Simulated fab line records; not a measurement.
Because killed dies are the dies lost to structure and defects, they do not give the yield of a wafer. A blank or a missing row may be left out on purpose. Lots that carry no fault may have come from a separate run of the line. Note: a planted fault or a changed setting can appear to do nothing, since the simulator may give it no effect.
Chamber matching    flow nandHarc    4 sister chambers for NHARC_P_CONTACT_ALD_22 on aldMetal-02
The step deposits TiN, target thk 3 nm, pulse time 1 s, ald cycles 150. 8 wafers are shown with their chamber, then 11 later ones without.

WAFERS WITH THEIR CHAMBER
wafer   chamber  heaterPowerW (W)  precursorPulseHeightRel
L079.6  0        1173              1.004
L083.2  1        1070              1.020
L083.4  2        1110              0.982
L083.6  0        1170              1.006
L090.1  3        1090              1.017
L090.2  1        1064              0.992
L090.6  3        1097              1.013
L091.2  2        1130              1.014

WAFERS MISSING THEIR CHAMBER
wafer   heaterPowerW (W)  precursorPulseHeightRel
L091.3  1202              1.002
L091.4  1088              1.019
L093.3  1160              0.984
L093.4  1076              0.989
L093.5  1059              0.967
L096.2  1060              0.980
L096.3  1095              1.000
L096.4  1202              0.968
L097.2  1183              1.004
L097.3  1097              0.990
L097.6  1194              0.996

WHICH CHAMBER EACH WENT THROUGH
wafer    from the rows above       in truth
L091.3   0                         0
L091.4   3                         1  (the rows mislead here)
L093.3   0                         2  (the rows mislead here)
L093.4   can't be placed: 1 or 3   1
L093.5   1                         1
L096.2   1                         1
L096.3   3                         3
L096.4   0                         0
L097.2   0                         0
L097.3   can't be placed: 3 or 2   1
L097.6   0                         0
Correct placement for 7 of the 11. These rows do not allow placing 2 (true chamber among the candidates in 1). 2 placed wrongly.
How it was worked out, from the rows above alone: a wafer's distance from a chamber is the root of the sum, over the readings, of the square of ((its reading less the chamber's mean) divided by the reading's scatter). The wafer belongs to the nearest chamber; if the next one is less than 2 further off, it can't be placed. A chamber's mean is the mean of its shown wafers. The scatter: take each reading less its chamber's mean, square it, sum over the shown wafers, divide by the number of wafers less the number of chambers, and take the root.
